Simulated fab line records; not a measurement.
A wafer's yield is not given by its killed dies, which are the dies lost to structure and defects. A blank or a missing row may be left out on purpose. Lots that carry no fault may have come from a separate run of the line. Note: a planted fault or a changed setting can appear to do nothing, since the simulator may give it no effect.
2 desks, one fault    flow n5 finfet    numbers are kept per desk, each desk with only its own; the story behind them comes last

== FROM THE METROLOGY DESK ==
Means of the sampled wafers that have a number, per lot and without regard to the tool the lot ran on: this is what the gauges read. If a lot's mean is further than 4 standard deviations from the usual mean, the lot is out of limits and carries the mark OUT (the distance appears in the brackets). It has 11 readings; the 7 that lie furthest out on some lot are the ones shown.
Columns: A = DIBL_N at N5_BEOL_M4_RC_MEAS_101, usual 36.1 mV/V; B = DIBL_P at N5_BEOL_M4_RC_MEAS_101, usual 36.1 mV/V; C = IOFF_N at N5_BEOL_M4_RC_MEAS_101, usual 0.154 nA/um; D = IOFF_P at N5_BEOL_M4_RC_MEAS_101, usual 0.201 nA/um; E = ION_P at N5_BEOL_M4_RC_MEAS_101, usual 462 uA/um; F = VT_P at N5_BEOL_M4_RC_MEAS_101, usual -251.3 mV; G = MIM_BOT_OVL at N5_MIM_BOT_LITHO_OVL_MEAS_11, usual 3 nm
lot   first seen here  A     B     C      D      E    F       G
L201  day 8 02:34      36.8  37.5  0.160  0.180  451  -254.3  4
L204  day 9 01:45      35.3  34.9  0.135  0.204  460  -248.9  -0
L207  day 10 11:20     35.9  36.0  0.137  0.198  463  -249.4  -4
L212  day 11 16:36     33.3  32.9  0.124  0.167  461  -254.2  1
L215  day 11 22:54     36.6  38.8  0.163  0.212  455  -251.7  -2
L214  day 12 03:42     36.6  36.4  0.150  0.207  462  -252.3  -1
L220  day 13 05:51     36.8  37.2  0.176  0.204  461  -250.6  1
L221  day 14 07:29     37.4  38.0  0.172  0.242  471  -247.3  11
L222  day 14 10:37     35.3  36.0  0.135  0.164  459  -255.2  6
This desk found nothing out of limits on any of the 9 lots.

== FOR THE TOOL OWNER'S DESK: rie metal-01 ==
The tool's own readings at N5_MIM_BOT_ETCH_ETCH_00 (etches TiN in Cl2/BCl3, target depth 45.5 nm): means of the sampled wafers that have a number, for each lot that ran on this tool. If a lot's mean is further than 4 standard deviations from the usual mean, the lot is out of limits and carries the mark OUT (the distance appears in the brackets).
Columns: A = drypump motor current A at N5_MIM_BOT_ETCH_ETCH_00, usual 5.7 A; B = oes_ar_750_au at N5_MIM_BOT_ETCH_ETCH_00, usual 0.78 a.u.; C = oes product au at N5_MIM_BOT_ETCH_ETCH_00, usual 0.78 a.u.; D = rf fwd power W at N5_MIM_BOT_ETCH_ETCH_00, usual 994 W; E = throttle valve pct at N5_MIM_BOT_ETCH_ETCH_00, usual 21.93 %
lot   first seen here  A    B     C     D              E
L212  day 15 19:51     5.7  0.73  0.73  994            22.20
L214  day 16 00:43     5.8  0.51  0.59  753 (-80) OUT  22.21
L215  day 16 01:13     5.8  0.51  0.60  754 (-80) OUT  22.19
This desk finds L214, L215 out of limits, L214 being first, at day 16 00:43 (rf fwd power W at N5_MIM_BOT_ETCH_ETCH_00). L212 stayed within limits.

== BROUGHT TOGETHER ==
The tool owner's desk had the chance to raise an alarm at day 16 00:43 on L214, L215.
The metrology desk saw nothing out of limits.
The metrology desk holds a record of L214, L215, inside its limits.
The lots listed all ran N5_MIM_BOT_ETCH_ETCH_00 on rie metal-01.

== WHAT THE SIMULATOR PUT IN ==
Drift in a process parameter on rie metal-01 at N5_MIM_BOT_ETCH_ETCH_00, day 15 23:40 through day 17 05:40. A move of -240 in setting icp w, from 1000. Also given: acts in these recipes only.
Lots struck among those shown: L214, L215.
Hours from the fault's start to each desk's first reading out of limits: the tool owner's desk, 1.
